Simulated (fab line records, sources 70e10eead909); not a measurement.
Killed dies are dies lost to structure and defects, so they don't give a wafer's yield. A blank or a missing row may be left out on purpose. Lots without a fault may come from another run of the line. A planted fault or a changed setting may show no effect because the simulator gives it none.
fab line records | flow nand_harc
record lots=15 wafers=45 last_day=24
route steps=1159 shown P_M2@335 P_BONDPAD@361
lots that met no fault: from a run of the same line without faults
start_h: hours from the record's first day to the start of the lot's first wafer shown | wait_h: hours since the lot's step before | " the same as in the row above | L1.1+2: a row that stands for several wafers | - no value, or no start given | * or withheld: withheld | < > ~ a bound
route shown NAME@n: a module of which the file shows steps, and the number in the route of the first | usual: mean/standard deviation of fault-free wafers | same: alike in all rows | chamber/n: place in a boat | sites: the reading at each site | _std_site: their standard deviation | _edge_site: outer sites' mean less inner sites' | radius_mm: how far each site lies from the wafer's centre | mask NAME#n: copy n | behind: the tool/chamber that last shaped the wafer | hold: why the lot was held/for how many hours/how that ended | device: the transistor (n, p or np) that didn't switch | end of line: the same wafers' tests at the end of the route | a step without rows: its recipe alone | killed: dies lost to structure and defects at the first sort, not the wafer's yield | map: a wafer's dies, x killed, . not, _ none there
set.NAME: the setting as run; set.NAME@STEP: as run at that earlier step | model.NAME: the simulator's own value behind a step, which no gauge read
steps of the route over a sample of lots; a table a step, a row a wafer
services: from which hour (start_h, from the record's first day; less than 0 if before it) a tool's chamber was out of use, for how many hours, and why
## steps
# step NHARC_P_M2_STRIP_18
# recipe power_w=1000 n2_flow_sccm=150 h2_flow_sccm=150 ar_flow_sccm=0 bias_w=0 chemistry=N2/H2
# usual drypump_motor_current_A=5.7/0.42 oes_product_au=0.995/0.01 rf_vpp_V=90.6/1 showerhead_plenum_p_Torr=2.01/0.11 throttle_valve_pct=14.171/0.0088
# columns lot.wafer tool chamber start_h wait_h drypump_motor_current_A oes_product_au rf_hours_counter_h rf_vpp_V showerhead_plenum_p_Torr throttle_valve_pct
L269.4 rie_diel-01 3 130.72 0.1 5.6 1.006 6 91.7 2.16 14.169
L269.6 " 2 " " 6.1 0.997 - 90.1 1.90 14.166
L269.5 " 3 " " 5.6 0.993 - 89.8 2.16 14.166
L268.2 rie_diel-01 0 135.35 0.1 5.3 0.991 7 90.5 1.92 14.174
L268.1 " 1 " " 6.2 0.990 6 91.5 1.92 14.177
L268.6 " 1 " " 6.3 0.989 - 89.3 1.92 14.168
L271.2 rie_diel-13 3 148.65 0.1 5.0 1.008 7 91.1 2.01 14.164
L271.4 " 0 " " 5.6 1.008 7 90.7 2.06 14.170
L271.5 " 3 " " 5.0 1.006 - 89.8 2.01 14.171
L270.1 rie_diel-01 1 150.53 0.1 6.2 0.991 0 89.4 1.92 14.183
L270.3 " 3 " " 5.6 0.990 0 91.1 2.16 14.186
L270.5 " 1 " " 6.2 0.988 - 90.6 1.92 14.165
L272.4 rie_diel-01 3 158.62 0.1 5.6 0.999 1 92.0 2.16 14.177
L272.5 " 0 " " 5.3 0.977 - 91.9 1.92 14.168
L272.6 " 1 " " 6.2 0.985 - 90.4 1.92 14.169
L273.4 rie_diel-13 0 159.36 0.1 5.6 1.007 9 89.8 2.06 14.180
L273.5 " 1 " " 6.1 0.985 - 91.0 2.03 14.177
L273.6 " 2 " " 6.1 1.015 - 91.3 2.11 14.157
L282.4 rie_diel-13 1 220.71 0.1 6.1 0.978 20 90.4 2.03 14.183
L282.1 " 2 " " 6.1 0.995 20 90.7 2.11 14.168
L282.5 " 2 " " 6.2 1.002 - 90.4 2.11 14.180
L283.1 rie_diel-01 1 222.84 0.1 6.3 0.990 2 89.2 1.92 14.164
L283.5 " 2 " " 6.1 0.991 - 89.2 1.90 14.156
L283.6 " 3 " " 5.6 0.993 - 91.1 2.16 14.177
L284.1 rie_diel-13 3 229.29 0.1 5.1 1.007 21 92.8 2.00 14.161
L284.4 " 0 " " 5.6 1.011 21 90.8 2.06 14.158
L284.5 " 2 " " 6.1 1.010 - 91.9 2.10 14.174
L285.1 rie_diel-01 2 235.90 0.1 6.1 0.986 3 90.3 1.90 14.168
L285.3 " 3 " " 5.6 0.989 3 91.3 2.16 14.174
L285.5 " 0 " " 5.3 0.996 - 89.7 1.92 14.162
L286.2 rie_diel-01 3 244.21 0.1 5.5 0.981 4 91.9 2.16 14.164
L286.3 " 0 " " 5.3 0.999 - 90.1 1.92 14.171
L286.6 " 3 " " 5.6 0.983 - 90.5 2.16 14.175
L287.2 rie_diel-01 0 245.36 0.1 5.3 0.994 4 91.2 1.92 14.163
L287.4 " 0 " " 5.3 1.008 - 89.3 1.92 14.194
L287.5 " 3 " " 5.5 0.982 - 91.4 2.16 14.167
L288.1 rie_diel-01 1 251.14 0.1 6.3 1.003 3 89.8 1.92 14.157
L288.4 " 2 " " 6.1 0.987 4 91.7 1.90 14.158
L288.5 " 1 " " 6.3 1.002 - 90.8 1.92 14.165
L290.3 rie_diel-01 2 255.21 0.1 6.1 0.991 4 90.5 1.90 14.159
L290.1 " 0 " " 5.3 1.007 4 89.6 1.92 14.157
L290.2 " 1 " " 6.3 0.998 3 91.0 1.91 14.174
L289.4 rie_diel-01 2 255.91 0.1 6.1 0.987 4 91.1 1.90 14.161
L289.2 " 1 " " 6.3 0.995 3 90.1 1.91 14.165
L289.5 " 2 " " 6.1 0.991 - 90.6 1.90 14.179
# step NHARC_P_M2_CMP_23
# recipe t_overpolish_s=20 target_thk_nm=144.3
# usual motor_current_A=11.9/1 time_to_endpoint_s=27.6/2
# columns lot.wafer tool chamber start_h wait_h motor_current_A time_to_endpoint_s
L269.4 cmp-04 1 132.50 - 11.1 28.5
L269.6 " 2 " " 10.9 26.6
L269.5 " 3 " " 12.5 28.7
L268.1 cmp-03 1 137.15 - 14.0 29.3
L268.2 " 3 " " 11.7 29.6
L268.6 " 1 " " 13.4 27.7
L271.4 cmp-01 1 150.40 - 12.3 29.6
L271.2 " 2 " " 12.1 29.3
L271.5 " 1 " " 12.3 27.3
L270.1 cmp-03 0 152.41 - 11.4 29.6
L270.3 " 3 " " 12.2 29.6
L270.5 " 0 " " 12.3 29.5
L272.4 cmp-03 0 160.35 - 11.6 29.7
L272.5 " 1 " " 14.3 26.9
L272.6 " 2 " " 10.1 27.8
L273.4 cmp-01 3 161.04 - 12.7 24.6
L273.6 " 3 " " 13.0 24.3
L273.5 " 0 " " 13.2 28.9
L282.4 cmp-04 3 222.62 - 11.8 24.5
L282.1 " 1 " " 10.8 27.9
L282.5 " 2 " " 11.0 23.8
L283.1 cmp-04 0 224.52 - 11.2 26.7
L283.6 " 0 " " 11.5 29.0
L283.5 " 1 " " 11.3 29.8
L284.1 cmp-01 1 231.06 - 12.0 29.8
L284.4 " 2 " " 11.9 29.2
L284.5 " 3 " " 13.0 25.8
L285.1 cmp-04 2 237.71 - 11.5 27.2
L285.3 " 0 " " 11.1 30.4
L285.5 " 2 " " 11.4 26.6
L286.2 cmp-04 3 246.55 - 12.6 24.1
L286.3 " 2 " " 11.2 28.4
L286.6 " 3 " " 12.1 27.7
L287.4 cmp-03 2 247.25 - 10.2 25.0
L287.2 " 0 " " 11.7 29.1
L287.5 " 3 " " 11.2 28.9
L288.1 cmp-03 3 253.11 - 11.9 26.7
L288.4 " 1 " " 14.1 25.6
L288.5 " 0 " " 11.3 29.5
L290.1 cmp-01 2 257.03 - 11.7 28.6
L290.2 " 3 " " 12.1 25.3
L290.3 " 0 " " 13.2 31.9
L289.2 cmp-04 0 257.63 - 10.7 30.3
L289.4 " 1 " " 10.9 29.3
L289.5 " 0 " " 11.6 29.1
# step NHARC_P_BONDPAD_EXPOSE_06
# recipe na=0.55 dose_mj=37.06 mask_id=P_BPAD
# usual exposure_dose_mJ_cm2=37.07/0.038 focus_offset_nm=0.2/0.48
# columns lot.wafer tool chamber start_h wait_h mask exposure_dose_mJ_cm2 focus_offset_nm
L269.4 krf_scanner-03 0 134.42 - P_BPAD#0 37.05 0.1
L269.5 " 0 " " P_BPAD#0 37.11 -0.1
L269.6 " 0 " " P_BPAD#0 37.06 -0.6
L268.1 krf_scanner-04 0 139.25 - P_BPAD#0 37.10 0.3
L268.2 " 0 " " P_BPAD#0 37.12 1.4
L268.6 " 0 " " P_BPAD#0 37.09 -0.2
L271.2 krf_scanner-04 0 152.39 - P_BPAD#0 37.12 0.8
L271.4 " 0 " " P_BPAD#0 37.10 0.6
L271.5 " 0 " " P_BPAD#0 37.07 1.2
L270.1 krf_scanner-03 0 154.60 - P_BPAD#0 37.05 -0.1
L270.3 " 0 " " P_BPAD#0 37.07 0.1
L270.5 " 0 " " P_BPAD#0 37.05 0.2
L272.4 krf_scanner-04 0 162.41 - P_BPAD#0 37.06 0.4
L272.5 " 0 " " P_BPAD#0 37.08 -0.1
L272.6 " 0 " " P_BPAD#0 37.02 0.2
L273.4 krf_scanner-03 0 163.17 - P_BPAD#0 37.00 1.1
L273.5 " 0 " " P_BPAD#0 37.07 -0.6
L273.6 " 0 " " P_BPAD#0 37.11 0.2
L282.1 krf_scanner-01 - 224.77 - P_BPAD#0 - -
L282.4 " - " " P_BPAD#0 - -
L282.5 " - " " P_BPAD#0 - -
L283.1 krf_scanner-01 - 226.63 - P_BPAD#0 - -
L283.5 " - " " P_BPAD#0 - -
L283.6 " - " " P_BPAD#0 - -
L284.1 krf_scanner-04 - 233.27 - P_BPAD#0 - -
L284.4 " - " " P_BPAD#0 - -
L284.5 " - " " P_BPAD#0 - -
L285.1 krf_scanner-01 0 239.81 - P_BPAD#0 37.05 0.6
L285.3 " 0 " " P_BPAD#0 37.08 0.2
L285.5 " 0 " " P_BPAD#0 37.08 0.3
L286.2 krf_scanner-03 0 248.77 - P_BPAD#0 37.07 -0.2
L286.3 " 0 " " P_BPAD#0 37.10 0.4
L286.6 " 0 " " P_BPAD#0 37.04 -0.6
L287.2 krf_scanner-01 0 249.41 - P_BPAD#0 37.11 -0.3
L287.4 " 0 " " P_BPAD#0 37.10 0.7
L287.5 " 0 " " P_BPAD#0 37.11 0.2
L288.1 krf_scanner-03 0 255.28 - P_BPAD#0 37.04 0.1
L288.4 " 0 " " P_BPAD#0 37.02 0.4
L288.5 " 0 " " P_BPAD#0 37.03 1.2
L290.1 krf_scanner-04 0 259.16 - P_BPAD#0 37.04 0.3
L290.2 " 0 " " P_BPAD#0 37.02 0.8
L290.3 " 0 " " P_BPAD#0 37.10 0.7
L289.2 krf_scanner-04 0 259.66 - P_BPAD#0 37.05 1.2
L289.4 " 0 " " P_BPAD#0 37.00 1.1
L289.5 " 0 " " P_BPAD#0 37.00 0.8
# step NHARC_P_BONDPAD_ETCH_37
# recipe target_depth_a=600 overetch_a=180 time_s=65.91 ion_energy_ev=200 n2_flow_sccm=150 h2_flow_sccm=150 ar_flow_sccm=0 rf_w=400 bias_w=150 chemistry=N2/H2
# usual drypump_motor_current_A=5.63/0.19 oes_product_au=1.002/0.011 rf_vpp_V=432.1/1.7 showerhead_plenum_p_Torr=2.10/0.057 throttle_valve_pct=14.172/0.009
# columns lot.wafer tool chamber start_h wait_h drypump_motor_current_A oes_product_au rf_hours_counter_h rf_vpp_V showerhead_plenum_p_Torr throttle_valve_pct
L269.4 rie_diel-10 3 134.87 0.1 5.88 1.006 11 435.0 2.20 14.183
L269.6 " 1 " " 5.41 0.997 - 430.3 2.07 14.197
L269.5 " 2 " " 5.58 0.990 - 431.9 2.08 14.182
L268.2 rie_diel-10 2 139.71 0.1 5.59 0.994 12 431.6 2.08 14.163
L268.1 " 3 " " 5.81 1.007 11 434.8 2.20 14.160
L268.6 " 2 " " 5.57 0.999 - 432.1 2.07 14.175
L271.4 rie_diel-10 2 152.85 0.1 5.56 0.993 12 430.7 2.07 14.176
L271.2 " 0 " " 5.67 1.012 12 431.6 2.08 14.156
L271.5 " 2 " " 5.56 1.004 - 431.4 2.07 14.173
L270.3 rie_diel-10 2 155.52 0.5 5.57 0.997 13 431.7 2.07 14.173
L270.1 " 0 " " 5.69 1.021 13 431.3 2.08 14.174
L270.5 " 2 " " 5.55 0.991 - 431.8 2.07 14.162
L272.4 rie_diel-10 2 162.85 0.1 5.57 0.991 14 431.0 2.07 14.170
L272.6 " 0 " " 5.69 1.017 - 430.4 2.08 14.160
L272.5 " 1 " " 5.39 1.005 - 430.9 2.07 14.168
L273.4 rie_diel-10 3 163.61 0.1 5.85 1.002 14 433.4 2.20 14.173
L273.5 " 1 " " 5.41 1.004 - 432.0 2.07 14.169
L273.6 " 2 " " 5.56 1.005 - 431.1 2.07 14.177
L282.1 rie_diel-04 0 225.23 0.1 5.74 1.001 39 431.7 2.12 14.180
L282.4 " 1 " " 5.19 1.005 36 433.6 2.15 14.172
L282.5 " 3 " " 6.05 1.027 - 431.4 2.03 14.192
L283.1 rie_diel-10 2 227.09 0.1 5.55 1.002 5 431.4 2.07 14.168
L283.5 " 0 " " 5.67 1.001 - 431.7 2.07 14.170
L283.6 " 1 " " 5.41 1.001 - 430.2 2.07 14.174
L284.4 rie_diel-10 2 233.73 0.1 5.57 1.005 5 430.9 2.07 14.178
L284.1 " 3 " " 5.87 0.987 5 433.6 2.20 14.175
L284.5 " 3 " " 5.84 0.999 - 436.1 2.20 14.177
L285.3 rie_diel-11 0 240.27 0.1 5.98 1.009 14 428.8 2.04 14.154
L285.1 " 2 " " 6.03 0.995 14 433.2 2.11 14.178
L285.5 " 1 " " 5.34 0.992 - 427.6 1.94 14.165
L286.2 rie_diel-10 1 249.21 0.1 5.40 0.987 7 432.1 2.07 14.168
L286.3 " 0 " " 5.68 1.002 6 429.4 2.07 14.164
L286.6 " 2 " " 5.57 1.005 - 431.9 2.07 14.173
L287.4 rie_diel-10 2 249.85 0.1 5.58 1.005 7 431.4 2.07 14.180
L287.2 " 3 " " 5.85 0.998 7 435.2 2.20 14.171
L287.5 " 3 " " 5.88 0.995 - 436.2 2.20 14.176
L288.4 rie_diel-10 3 255.73 0.1 5.82 0.989 8 434.6 2.20 14.174
L288.1 " 1 " " 5.43 0.992 8 431.2 2.07 14.185
L288.5 " 0 " " 5.67 1.005 - 431.1 2.07 14.180
L290.1 rie_diel-10 0 259.61 0.1 5.68 1.002 8 431.7 2.07 14.174
L290.2 " 2 " " 5.56 1.005 8 430.4 2.07 14.168
L290.3 " 3 " " 5.85 0.990 8 434.1 2.20 14.172
L289.4 rie_diel-04 0 260.11 0.1 5.74 0.999 52 433.1 2.12 14.168
L289.2 " 1 " " 5.16 0.994 51 432.9 2.14 14.176
L289.5 " 2 " " 5.63 1.016 - 433.3 2.13 14.185
## services
# columns tool chamber start_h hours kind
cmp-03 - 109.27 0.6 repair
rie_diel-10 3 109.29 4.2 repair
krf_scanner-04 - 127.01 4.0 pm
rie_diel-01 - 137.82 9.0 pm
cmp-03 - 156.02 4.0 pm
rie_diel-01 - 163.42 0.8 repair
krf_scanner-03 - 168.00 4.0 pm
cmp-03 - 172.69 1.2 repair
rie_diel-10 - 176.50 9.0 pm
krf_scanner-01 - 181.16 1.0 repair
krf_scanner-01 - 189.13 0.6 repair
cmp-01 - 189.85 4.0 pm
rie_diel-10 - 190.90 0.1 repair
krf_scanner-03 - 200.70 30.7 repair
cmp-04 - 203.25 4.0 pm
rie_diel-10 0 210.45 7.4 repair
cmp-03 - 225.62 0.4 repair
krf_scanner-01 - 228.09 0.3 repair
rie_diel-01 1 234.49 16.3 repair
cmp-04 - 237.38 0.3 repair
rie_diel-01 2 238.04 8.0 repair
rie_diel-13 3 240.82 10.0 repair
rie_diel-13 1 252.75 2.7 repair
cmp-03 - 254.02 4.0 pm
## key
first_sign step=NHARC_P_BONDPAD_EXPOSE_06 reading=tool_record direction=missing
effect none on later readings
met_at NHARC_P_BONDPAD_EXPOSE_06
struck_lots L282,L283,L284
later_rows_left_out L282.1,L282.4,L282.5,L283.1,L283.5,L283.6,L284.1,L284.4,L284.5
sort_left_out L282.1,L282.4,L282.5,L283.1,L283.5,L283.6,L284.1,L284.4,L284.5
not_acting_at NHARC_P_M2_STRIP_18,NHARC_P_M2_CMP_23,NHARC_P_BONDPAD_ETCH_37
onset_between 162.41 224.77
fault kind=skipped_step_whole tool=krf_scanner-01,krf_scanner-04 chamber=- onset_h=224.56 steps=NHARC_P_BONDPAD_EXPOSE_06 scope=struck_lots_only
# sort_left_out: the simulated sort isn't trusted on such a fault, so these wafers' sort isn't shown, and their yield isn't known
# later_rows_left_out: the simulator's readings of these wafers behind a module that went badly wrong aren't trusted and aren't shown, but for the sort
